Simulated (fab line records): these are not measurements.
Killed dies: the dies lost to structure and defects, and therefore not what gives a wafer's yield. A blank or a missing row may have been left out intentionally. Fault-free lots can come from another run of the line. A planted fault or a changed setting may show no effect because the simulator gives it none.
Chamber matching :: flow nand_harc :: 4 sister chambers for NHARC_A_CONTACT_ETCH_88 on rie_diel-10
The step etches the open film in CF4, target depth 39 nm, time 65 s. 4 wafers are shown with their chamber, then 7 later ones without.

WAFERS PAIRED WITH THEIR CHAMBERS
wafer: L076.2
chamber: 1
showerhead_plenum_p_Torr (Torr): 1.67

wafer: L076.5
chamber: 3
showerhead_plenum_p_Torr (Torr): 1.79

wafer: L084.1
chamber: 2
showerhead_plenum_p_Torr (Torr): 1.79

wafer: L084.2
chamber: 0
showerhead_plenum_p_Torr (Torr): 1.75

WAFERS WITHOUT THEIR CHAMBER
wafer: L084.3
showerhead_plenum_p_Torr (Torr): 1.78

wafer: L091.2
showerhead_plenum_p_Torr (Torr): 1.66

wafer: L091.3
showerhead_plenum_p_Torr (Torr): 1.75

wafer: L091.4
showerhead_plenum_p_Torr (Torr): 1.79

wafer: L094.1
showerhead_plenum_p_Torr (Torr): 1.78

wafer: L094.2
showerhead_plenum_p_Torr (Torr): 1.74

wafer: L094.3
showerhead_plenum_p_Torr (Torr): 1.66

CHAMBER TAKEN BY EACH
wafer: L084.3
from the rows above: can't be placed: 2 or 3
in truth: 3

wafer: L091.2
from the rows above: 1
in truth: 1

wafer: L091.3
from the rows above: 0
in truth: 0

wafer: L091.4
from the rows above: can't be placed: 2 or 3
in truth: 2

wafer: L094.1
from the rows above: can't be placed: 2 or 3
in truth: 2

wafer: L094.2
from the rows above: 0
in truth: 0

wafer: L094.3
from the rows above: 1
in truth: 1
Correctly placed: 4 of 7. From these rows, 3 cannot be placed; in 3 the true chamber is one of the candidates. Placed wrongly: 0.
How it was worked out, from the rows above alone: a wafer's distance from a chamber is the root of the sum, over the readings, of the square of ((its reading less the chamber's mean) divided by the reading's scatter). If the next closest chamber is less than 2 further off than the closest, the wafer can't be placed; otherwise it belongs to the closest. The mean given for a chamber averages the wafers shown for that chamber. The scatter: root of mean squared gap, hidden wafer to nearest shown wafer, with one shown wafer a chamber.
